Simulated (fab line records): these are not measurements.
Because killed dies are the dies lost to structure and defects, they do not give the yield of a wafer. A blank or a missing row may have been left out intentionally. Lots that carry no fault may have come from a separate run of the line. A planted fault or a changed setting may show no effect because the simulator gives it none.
A struck lot beside a sound one | flow nand harc | 21 out of 1159 route steps
Sound: these wafers, L740.1, L740.2, L740.5. Wafers L749.2, L749.3, L749.4 were the ones struck. The cause is named last.
At each step with rows: each side's tool, then ch and its chambers, then its first start. Under that, the readings that differ: sound wafers | struck wafers | difference of the means | sigmas: that difference in standard deviations of wafers without a fault.
alike: a reading whose means differ by less than 2 such deviations, as well as words and numbers matching on both sides. not compared: withheld readings; readings where some wafer has no value; bounds like >300 that might hide an equal value; numbers whose values overlap and for which the record gives no deviation.
A row with sigmas, a row that says differs or no value, or rows on one side alone: a step with any of these is where the two part. Numbers that don't overlap but have no deviation are shown without sigmas and don't part them. A reading missing from all wafers of one side parts the sides only when that side holds two or more wafers.

NHARC_P_CONTACT_CVD_23: deposits W, target thk 200 nm, time 557 s.
  sound: cvd w-02 ch 0,1; struck: cvd w-01 ch 0,1
  alike: chamber pressure Torr, heater power outer w, heater power w, throttle valve pct
NHARC_P_CONTACT_CMP_24: polishes, t overpolish 30 s, target thk 200 nm.
  sound on cmp-02 ch 0,2,3, day 8 01:32; struck on cmp-02 ch 0,1,3, day 9 18:59
  alike: motor current A, overpolish run s, slurry filter dp kPa, time to endpoint s
next, for these wafers, 1 step has no rows: NHARC_P_CONTACT_SRD_26.
NHARC_P_CONTACT_INSPECT_27:
  sound: defect inspect-02 at day 8 01:57; struck: defect inspect-01 at day 9 19:25
  alike: raw defect count
then, 7 steps without rows for these wafers: NHARC_P_M0_DEP_00 (deposits SiOC, target thk 150 nm); NHARC_P_M0_DEHYDRATE_01 (time 120 s); NHARC_P_M0_HMDS_02 (time 30 s); NHARC_P_M0_COAT_33 (time 65 s); NHARC_P_M0_COAT_03 (resist thk 90 nm); NHARC_P_M0_SOFTBAKE_04 (time 55 s); NHARC_P_M0_EBR_05.
NHARC_P_M0_EXPOSE_06: exposes mask P M0, target cd 90 nm.
  sound on arfi scanner-02 ch 0, day 8 02:43; struck on arfi scanner-02 ch 0, day 9 20:10
  reading              | sound             | struck            | difference | sigmas
  exposure dose mJ cm2 | 81.16 81.22 81.04 | 54.78 54.67 54.75 | -26.41     | -99 or more
  alike: mask
then, 2 steps without rows for these wafers: NHARC_P_M0_PEB_07 (peb time 65 s); NHARC_P_M0_DEVELOP_08 (develop time 35 s).
NHARC_P_M0_CD_MEAS_09 targets a cd of 90 nm.
  sound on cd sem-01 ch 0, day 8 02:51; struck on cd sem-02 ch 0, day 9 20:18
  reading    | sound          | struck         | difference | sigmas
  cd nm (nm) | 90.1 90.1 90.7 | 65.9 66.1 65.3 | -24.5      | -63
NHARC_P_M0_OVL_MEAS_10: pitch 180 nm.
  sound: overlay-02 at day 8 02:56; struck: overlay-02 at day 9 20:23
  reading           | sound       | struck         | difference | sigmas
  overlay y nm (nm) | 0.8 0.8 0.4 | -1.6 -1.4 -1.2 | -2.1       | -3
  alike: overlay x nm
NHARC_P_M0_INSPECT_11:
  sound: defect inspect-01 at day 8 02:59; struck: defect inspect-02 at day 9 20:26
  alike: raw defect count
NHARC_P_M0_DESCUM_14: chemistry O2, time 3 s.
  sound on rie diel-02 ch 1,2, day 8 03:02; struck on rie diel-02 ch 0,1,3, day 9 20:29
  reading               | sound             | struck            | difference | sigmas
  model.P_M0.cd nm (nm) | 89.51 89.82 89.95 | 65.79 65.88 65.51 | -24.03     |
  alike: chamber pressure mTorr, drypump motor current A, oes product au, rf vpp V, showerhead plenum p Torr, throttle valve pct
  not compared: rf hours counter h
NHARC_P_M0_ETCH_34: etches the open film in N2/H2, target depth 40 nm, overetch 12 nm, time 43.94 s.
  sound on rie diel-02 ch 0,3, day 8 03:08; struck on rie diel-02 ch 0,1,3, day 9 20:34
  alike: chamber pressure mTorr, drypump motor current A, oes product au, rf vpp V, showerhead plenum p Torr, throttle valve pct
  not compared: rf hours counter h
NHARC_P_M0_ETCH_15: etches the open film in C4F8/Ar, target depth 150 nm, overetch 15 nm, time 82.5 s.
  sound: rie diel-02 ch 2,3; struck: rie diel-02 ch 0,2,3
  reading               | sound             | struck            | difference | sigmas
  model.P_M0.cd nm (nm) | 89.18 89.99 89.64 | 65.88 65.48 65.48 | -23.99     |
  alike: chamber pressure mTorr, oes product au, rf vpp V
  not compared: rf hours counter h
NHARC_P_M0_CD_MEAS_16:
  sound: cd sem-01 at day 8 03:20; struck: cd sem-03 at day 9 20:47
  reading    | sound          | struck         | difference | sigmas
  cd nm (nm) | 89.0 89.7 89.4 | 65.9 65.3 65.6 | -23.8      | -41

## WHERE THEY PART
Last at NHARC_P_M0_CD_MEAS_16 as far as this record goes, first at NHARC_P_M0_EXPOSE_06.

WHY: whatever the simulator had introduced
Process parameter drift: arfi scanner-02, from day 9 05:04 on, at NHARC_P_M0_EXPOSE_06. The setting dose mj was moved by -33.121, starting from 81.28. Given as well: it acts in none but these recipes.
